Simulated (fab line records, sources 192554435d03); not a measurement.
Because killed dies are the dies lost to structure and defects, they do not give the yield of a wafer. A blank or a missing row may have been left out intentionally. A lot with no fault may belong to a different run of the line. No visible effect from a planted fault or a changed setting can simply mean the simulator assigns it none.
A struck lot beside a sound one -- flow n5Finfet -- 15 out of 1938 route steps
Sound: these wafers, L784.4, L784.5, L784.6. Struck: wafer L795.1. (L795.2 of the same lot was not struck and is left out.) The cause comes at the end.
For every step that has rows: the tool of each side, followed by ch and its chambers, followed by its first start. Under that, the readings that differ: sound wafers -- struck wafers -- difference of the means -- sigmas: that difference in standard deviations of wafers without a fault.
alike: same words and numbers on both sides, and readings whose means sit less than 2 such deviations apart. not compared: any withheld reading, any reading some wafer has no value for, any bound like >300 that may hide the same value, and any number with overlapping values for which the record gives no deviation.
A row with sigmas, a row that says differs or no value, or rows on one side alone: a step with any of these is where the two part. Numbers that don't overlap but have no deviation are shown without sigmas and don't part them. A reading that every wafer of one side lacks parts them only if that side has two wafers or more.

first, 7 steps without rows for these wafers: N5_BEOL_M8_COAT_71 (time 60 s, resist thk 5 nm); N5_BEOL_M8_COAT_22 (resist thk 30 nm); N5_BEOL_M8_EBR_24; N5_BEOL_M8_SOFTBAKE_23 (time 60 s); N5_BEOL_M8_EXPOSE_25 (exposes mask V7, target cd 40 nm); N5_BEOL_M8_PEB_26 (peb time 60 s); N5_BEOL_M8_DEVELOP_27 (develop time 30 s).
N5_BEOL_M8_CD_MEAS_28: the cd target is 40 nm.
  sound on cdSem-03 ch 0, day 9 18:56; struck on cdSem-02 ch 0, day 13 10:44
  alike: cdNm
N5_BEOL_M8_OVL_MEAS_29:
  sound on overlay-01 ch 0, day 9 18:58; struck on overlay-01 ch 0, day 13 10:46
  alike: V7_OVL
N5_BEOL_M8_INSPECT_30: inspects for defects (brightfield).
  struck on defectInspect-02, day 13 10:49; sound on defectInspect-02, day 9 19:01
  alike: rawDefectCount
N5_BEOL_M8_DESCUM_33: chemistry O2, time 7 s.
  sound on rieDiel-02 ch 0,2,3, day 9 19:07; struck on rieDiel-01 ch 1, day 13 10:52
  alike: drypumpMotorCurrentA, oesProductAu, rfVppV, showerheadPlenumPTorr, throttleValvePct
  not compared: rfHoursCounterH
N5_BEOL_M8_ETCH_72: etches underlayer in N2/H2, target depth 6.5 nm, time 5.2 s.
  sound on rieDiel-02 ch 0,2,3, day 9 19:10; struck on rieDiel-01 ch 1, day 13 10:54
  alike: drypumpMotorCurrentA, etchRfOnTimeS, h2FlowSccm, oesProductAu, rfVppV, showerheadPlenumPTorr, throttleValvePct
  not compared: rfHoursCounterH
N5_BEOL_M8_ETCH_65: etches SiARC in CF4, target depth 15.6 nm, time 26 s.
  sound on rieDiel-02 ch 0,2,3, day 9 19:11; struck on rieDiel-01 ch 1, day 13 10:55
reading,sound,struck,difference,sigmas
etchRfOnTimeS (s),26.6 24.6 26.9,19.1,-6.9,-7
oesProductAu (a.u.),0.72 0.78 0.59,0.87,+0.17,+3
  alike: drypumpMotorCurrentA, rfVppV, showerheadPlenumPTorr, throttleValvePct
  not compared: rfHoursCounterH
N5_BEOL_M8_ETCH_66: etches SOC in N2/H2, target depth 80 nm, overetch 16 nm, time 120 s.
  sound on rieDiel-02 ch 0,2,3, day 9 19:12; struck on rieDiel-01 ch 1, day 13 10:56
reading,sound,struck,difference,sigmas
throttleValvePct (%),17.34 17.82 17.89,17.32,-0.36,-2
  alike: drypumpMotorCurrentA, h2FlowSccm, oesProductAu, rfVppV, showerheadPlenumPTorr
  not compared: rfHoursCounterH
-- here the record skips 3 days between the struck wafers' starts before and after, leaving off in module BEOL_M8 and picking up in module PASSIVATION (first step shown: number 1936 of the route) --
N5_PASSIVATION_PROBE_49:
  struck on prober-02, day 16 01:09; sound on prober-01, day 12 17:35
  alike: defectLimitedYield, killed_at_M0_to_M3, killed_at_M4_up, killedAtContacts, killedAtFrontEnd, killedAtOther, killedDies, killedOpen, killedShort, sort_bin_5_function, sort_bin_6_memory, sort_bin_8_speed, sortNPass

## WHERE THEY PART
Earliest at N5_BEOL_M8_ETCH_65; latest, in this record, at N5_BEOL_M8_ETCH_66. Later steps at which nothing parts them and some readings are alike: N5_PASSIVATION_PROBE_49.

WHY: the cause the simulator had injected
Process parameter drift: rieDiel-01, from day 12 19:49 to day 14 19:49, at N5_BEOL_M8_ETCH_65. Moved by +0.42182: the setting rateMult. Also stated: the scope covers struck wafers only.
